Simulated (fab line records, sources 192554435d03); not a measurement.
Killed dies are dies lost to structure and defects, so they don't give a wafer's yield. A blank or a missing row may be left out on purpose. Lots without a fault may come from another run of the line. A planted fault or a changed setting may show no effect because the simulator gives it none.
fab line records | flow n5_finfet
record lots=11 wafers=31 last_day=16
route steps=1938 shown BEOL_M8@1391 BEOL_M9@1404
lots that met no fault: from a run of the same line without faults
start_h: hours from the record's first day to the start of the lot's first wafer shown | wait_h: hours since the lot's step before | " the same as in the row above | L1.1+2: a row that stands for several wafers | - no value, or no start given | * or withheld: withheld | < > ~ a bound
route shown NAME@n: a module of which the file shows steps, and the number in the route of the first | usual: mean/standard deviation of fault-free wafers | same: alike in all rows | chamber/n: place in a boat | sites: the reading at each site | _std_site: their standard deviation | _edge_site: outer sites' mean less inner sites' | radius_mm: how far each site lies from the wafer's centre | mask NAME#n: copy n | behind: the tool/chamber that last shaped the wafer | hold: why the lot was held/for how many hours/how that ended | device: the transistor (n, p or np) that didn't switch | end of line: the same wafers' tests at the end of the route | a step without rows: its recipe alone | killed: dies lost to structure and defects at the first sort, not the wafer's yield | map: a wafer's dies, x killed, . not, _ none there
set.NAME: the setting as run; set.NAME@STEP: as run at that earlier step | model.NAME: the simulator's own value behind a step, which no gauge read
steps of the route over a sample of lots; a table a step, a row a wafer
services: from which hour (start_h, from the record's first day; less than 0 if before it) a tool's chamber was out of use, for how many hours, and why
## steps
# step N5_BEOL_M8_CVD_78
# recipe material=Co target_thk_a=20 temp_c=withheld precursor=CCTBA/H2 pressure_torr=30 time_s=142.3
# usual run_length_s=165.3/0.69
# columns lot.wafer tool chamber start_h wait_h run_length_s
L943.1 cvd_co-02 2 211.58 0.0 165.3
L943.3 " 0 " " 166.5
L943.5 " 1 " " 164.5
L942.2 cvd_co-02 0 211.72 0.1 166.4
L942.3 " 2 " " 165.1
L942.6 " 2 " " 165.7
L944.2 cvd_co-02 1 223.95 0.1 164.1
L944.3 " 2 " " 165.7
L944.5 " 2 " " 165.3
L945.3 cvd_co-02 0 230.93 0.0 165.8
L945.5 " 2 " " 165.3
L945.6 " 0 " " 165.5
L946.2 cvd_co-02 1 234.84 0.1 163.8
L946.4 " 1 " " 164.1
L946.6 " 0 " " 166.0
L948.1 cvd_co-02 1 247.99 0.1 163.9
L948.3 " 2 " " 165.1
L948.5 " 1 " " 164.3
L949.1 cvd_co-01 1 258.78 0.1 164.9
L949.3 " 0 " " 166.5
L949.6 " 0 " " 165.7
L952.1 cvd_co-01 0 278.50 0.4 165.5
L952.2 " 2 " " 165.7
L952.4 " 0 " " 165.8
L956.2 cvd_co-02 2 297.42 0.0 165.4
L956.6 " 1 " " 103.9
L957.4 cvd_co-02 0 298.65 0.3 106.1
L957.5 " 1 " " 164.4
L957.6 " 2 " " 105.8
L959.1 cvd_co-02 0 307.53 0.0 165.7
L959.6 " 0 " " 105.5
# step N5_BEOL_M8_SPUTTER_48
# recipe material=Cu target_thk_a=100 temp_c=-20 bias_v=60 power_w=26000 chamber_pressure_pa=0.13 time_s=1.667
# usual cathode_dc_power_W=26000/4.7 chuck_gas_flow_sccm=1.26/0.058 throttle_valve_pct=29.8/1.2
# columns lot.wafer tool chamber start_h wait_h cathode_dc_power_W chuck_gas_flow_sccm throttle_valve_pct
L943.1 pvd_sputter-01 - 211.70 0.1 25996 1.23 28.0
L943.3 " - " " 26000 1.22 30.2
L943.5 " - " " 26006 1.26 31.5
L942.2 pvd_sputter-03 - 211.92 0.2 25992 1.16 30.6
L942.3 " - " " 26002 1.28 30.7
L942.6 " - " " 26002 1.25 29.2
L944.2 pvd_sputter-01 - 224.08 0.1 26003 1.29 30.3
L944.3 " - " " 25996 1.30 29.7
L944.5 " - " " 26005 1.28 30.0
L945.3 pvd_sputter-02 - 231.07 0.1 26005 1.26 31.1
L945.5 " - " " 25997 1.24 28.4
L945.6 " - " " 25999 1.33 29.7
L946.2 pvd_sputter-01 - 235.11 0.2 25999 1.25 29.8
L946.4 " - " " 25997 1.28 30.2
L946.6 " - " " 26001 1.33 30.0
L948.1 pvd_sputter-01 - 248.17 0.1 26002 1.26 31.3
L948.3 " - " " 25991 1.29 30.6
L948.5 " - " " 26003 1.30 31.5
L949.1 pvd_sputter-02 - 258.94 0.1 25996 1.27 28.7
L949.3 " - " " 25999 1.21 31.4
L949.6 " - " " 25997 1.30 31.6
L952.1 pvd_sputter-02 - 278.62 0.1 26008 1.25 31.2
L952.2 " - " " 26008 1.39 29.7
L952.4 " - " " 25998 1.29 30.9
L956.2 pvd_sputter-03 - 297.56 0.1 26000 1.31 29.2
L956.6 " - " " 25997 1.35 29.4
L957.4 pvd_sputter-02 - 300.37 1.7 26000 1.21 31.0
L957.5 " - " " 26006 1.27 28.3
L957.6 " - " " 26002 1.25 29.6
L959.1 pvd_sputter-02 - 307.80 0.2 26000 1.34 29.6
L959.6 " - " " 26003 1.26 31.0
# step N5_BEOL_M8_CMP_52
# recipe stop_on=SiCOH_lowk t_overpolish_s=6.9 down_force_psi=1 platen_rpm=50 clearing_platen_down_force_psi=1.5 clearing_platen_rpm=50 post_cmp_clean=cu_alkaline target_thk_nm=80 clearing_platen_pad_velocity_m_s=0.99484 pad_velocity_m_s=0.99484
# usual barrier_field_endpoint_s=28.8/0.67 motor_current_A=6.2/0.58 overpolish_run_s=6.901/0.0091 slurry_filter_dp_kPa=13.51/0.15 slurry_flow_ml_min=150.0/0.55 time_to_endpoint_s=62.0/2.5
# columns lot.wafer tool chamber start_h wait_h barrier_field_endpoint_s motor_current_A overpolish_run_s slurry_filter_dp_kPa slurry_flow_ml_min time_to_endpoint_s
L943.1 cmp-01 0 215.37 0.3 28.2 5.4 6.898 13.38 150.1 62.3
L943.3 " 2 " " 28.8 6.0 6.905 13.59 149.4 61.4
L943.5 " 0 " " 28.4 5.7 6.906 13.64 149.2 61.0
L942.3 cmp-03 2 215.89 0.2 28.9 6.2 6.897 13.44 150.5 61.8
L942.2 " 0 " " 29.1 5.9 6.905 13.60 150.7 64.0
L942.6 " 2 " " 28.8 6.0 6.906 13.15 150.0 62.7
L944.2 cmp-01 3 227.27 0.2 28.8 6.2 6.894 13.58 149.6 62.4
L944.3 " 1 " " 28.5 5.7 6.895 13.66 149.8 60.6
L944.5 " 0 " " 28.5 5.8 6.895 13.74 150.6 56.6
L945.3 cmp-03 0 234.97 0.2 28.1 5.9 6.894 13.25 150.3 64.6
L945.5 " 0 " " 27.9 6.3 6.897 13.59 149.8 61.4
L945.6 " 1 " " 27.9 6.7 6.903 13.89 149.2 62.1
L946.4 cmp-04 2 239.65 0.2 28.6 7.3 6.902 13.60 150.4 68.5
L946.2 " 3 " " 27.3 5.7 6.893 13.59 150.8 59.8
L946.6 " 2 " " 28.8 6.5 6.913 13.65 150.2 65.4
L948.1 cmp-01 3 248.68 0.3 28.7 5.8 6.886 13.31 150.2 63.5
L948.3 " 1 " " 29.1 5.3 6.884 13.49 150.5 62.1
L948.5 " 0 " " 28.7 5.5 6.899 13.75 150.6 61.6
L949.3 cmp-01 3 259.45 0.2 29.2 5.8 6.915 13.57 150.7 62.6
L949.1 " 0 " " 28.5 5.7 6.899 13.59 149.3 63.1
L949.6 " 3 " " 29.9 5.7 6.906 13.38 149.9 62.4
L952.1 cmp-03 2 279.17 0.3 29.1 5.7 6.899 13.38 149.7 63.2
L952.4 " 3 " " 29.5 7.5 6.914 13.51 150.0 63.7
L952.2 " 0 " " 29.9 5.9 6.881 13.50 150.8 65.1
L956.2 cmp-03 3 298.45 0.3 29.3 7.3 6.911 13.66 149.9 63.5
L956.6 " 2 " " 28.8 6.0 6.893 13.25 150.5 60.0
L957.4 cmp-03 2 301.13 0.2 29.5 6.0 6.903 13.68 150.4 61.4
L957.5 " 0 " " 29.7 6.3 6.897 13.65 150.9 63.4
L957.6 " 1 " " 29.1 6.6 6.896 13.48 149.4 60.0
L959.1 cmp-01 0 309.38 0.7 28.0 5.3 6.892 13.70 150.0 57.6
L959.6 " 1 " " 29.6 6.1 6.908 13.63 150.4 63.7
# step N5_BEOL_M9_PECVD_70
# recipe material=SiO2 target_thk_a=200 temp_c=400 precursor=TEOS/O2 pressure_torr=5.5 rf_w=450 teos_flow_sccm=53.8 gas=O2 flow_sccm=3000 time_s=22.7
# usual heater_power_w=689/77 showerhead_plenum_p_Torr=8.78/0.07 throttle_valve_pct=21.7/1.3
# columns lot.wafer tool chamber start_h wait_h heater_power_w showerhead_plenum_p_Torr throttle_valve_pct
L943.1 pecvd-03 1 216.48 0.0 566 8.84 20.9
L943.3 " 0 " " 684 8.90 24.4
L943.5 " 1 " " 579 8.84 20.8
L942.2 pecvd-03 1 217.04 0.0 669 8.83 20.9
L942.3 " 0 " " 790 8.89 24.5
L942.6 " 0 " " 777 8.89 24.7
L944.2 pecvd-04 1 228.42 0.0 700 8.85 23.6
L944.3 " 1 " " 711 8.83 23.4
L944.5 " 0 " " 723 8.76 20.9
L945.3 pecvd-04 0 236.10 0.1 707 8.76 21.1
L945.5 " 1 " " 635 8.85 23.2
L945.6 " 0 " " 693 8.79 20.6
L946.2 pecvd-03 0 240.79 0.0 720 8.87 24.3
L946.4 " 0 " " 710 8.88 24.5
L946.6 " 0 " " 721 8.88 24.5
L948.1 pecvd-01 2 249.79 0.0 728 8.76 20.6
L948.3 " 1 " " 796 8.67 21.7
L948.5 " 1 " " 801 8.70 21.5
L949.1 pecvd-01 1 260.57 0.0 667 8.69 21.5
L949.3 " 0 " " 828 8.69 20.7
L949.6 " 1 " " 668 8.70 21.4
L952.1 pecvd-03 0 280.24 0.0 691 8.90 24.6
L952.2 " 2 " " 523 8.73 21.8
L952.4 " 1 " " 675 8.85 20.8
L956.2 pecvd-03 1 299.49 0.0 676 8.85 21.0
L956.6 " 0 " " 805 8.90 24.6
L957.4 pecvd-01 0 302.19 0.1 770 8.68 20.6
L957.5 " 1 " " 692 8.68 21.3
L957.6 " 2 " " 777 8.74 20.9
L959.1 pecvd-04 0 310.38 0.0 784 8.77 21.1
L959.6 " 1 " " 609 8.85 23.7
## services
# columns tool chamber start_h hours kind
cmp-01 - 189.89 0.5 repair
cmp-01 - 193.71 0.6 repair
pecvd-04 2 194.24 5.5 scheduled_down
cmp-03 - 198.46 2.4 repair
pecvd-04 2 205.86 5.5 scheduled_down
cmp-01 - 207.65 1.6 repair
pecvd-01 2 208.98 16.5 scheduled_down
pecvd-04 0 229.33 - calibration
pecvd-03 2 239.01 5.5 scheduled_down
pvd_sputter-03 - 254.06 7.5 repair
cmp-03 - 266.47 0.5 repair
cmp-04 - 273.88 2.7 repair
cvd_co-02 - 276.15 3.8 pm
cmp-01 - 276.31 4.0 pm
cmp-01 - 280.31 - consumable_replace:conditioner
cmp-01 - 280.31 - consumable_replace:pad
cmp-03 - 305.50 4.0 pm
cmp-03 - 309.50 - consumable_replace:conditioner
cmp-03 - 309.50 - consumable_replace:pad
## key
first_sign step=N5_BEOL_M8_CVD_78 reading=run_length_s direction=down sigmas=87 usual=* struck=*
effect none on later readings
met_at N5_BEOL_M8_CVD_78
struck_lots L956,L957,L959
struck_wafers L956.6,L957.4,L957.6,L959.6
not_acting_at N5_BEOL_M8_SPUTTER_48,N5_BEOL_M8_CMP_52,N5_BEOL_M9_PECVD_70
onset_between 247.99 297.42
fault kind=process_parameter_drift tool=cvd_co-02 chamber=- onset_h=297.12 steps=N5_BEOL_M8_CVD_78 channel=time_s offset=* shape=step end_h=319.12 scope=struck_wafers_only acts_in=* stated=*
